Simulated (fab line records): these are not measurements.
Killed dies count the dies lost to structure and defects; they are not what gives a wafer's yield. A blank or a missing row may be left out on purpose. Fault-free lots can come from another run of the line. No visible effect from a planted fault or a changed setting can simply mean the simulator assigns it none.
Chamber matching    flow nand-harc    NHARC_A_STAIRCASE_DESCUM_291 on rie-diel-02: 4 sister chambers
The step chemistry O2, time 3 s. 4 wafers are shown with their chamber, then 11 later ones without.

WAFERS PAIRED WITH THEIR CHAMBERS
wafer   chamber  showerhead-plenum-p-Torr (Torr)
L081.2  1        1.81
L081.6  0        1.84
L083.3  2        2.06
L090.1  3        1.97

WAFERS WITH NO CHAMBER GIVEN
wafer   showerhead-plenum-p-Torr (Torr)
L090.3  2.05
L090.4  1.81
L090.2  1.84
L090.5  2.05
L090.6  1.81
L092.1  2.05
L092.4  1.97
L092.5  1.97
L095.1  1.96
L095.2  1.83
L095.3  2.05

WHICH CHAMBER EACH ONE RAN IN
wafer   from the rows above      in truth
L090.3  2                        2
L090.4  1                        1
L090.2  0                        0
L090.5  2                        2
L090.6  1                        1
L092.1  2                        2
L092.4  3                        3
L092.5  3                        3
L095.1  3                        3
L095.2  can't be placed: 0 or 1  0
L095.3  2                        2
Correct placement for 10 of the 11. Not placeable from these rows: 1 (in 1, the candidates include the true chamber). Placed wrongly: 0.
How it was worked out, from the rows above alone: a wafer's distance from a chamber is the root of the sum, over the readings, of the square of ((its reading less the chamber's mean) divided by the reading's scatter). If the next closest chamber is less than 2 further off than the closest, the wafer can't be placed; otherwise it belongs to the closest. For every chamber, the mean is computed from those of its wafers that are shown. The scatter: root of mean squared gap, hidden wafer to nearest shown wafer, with one shown wafer a chamber.
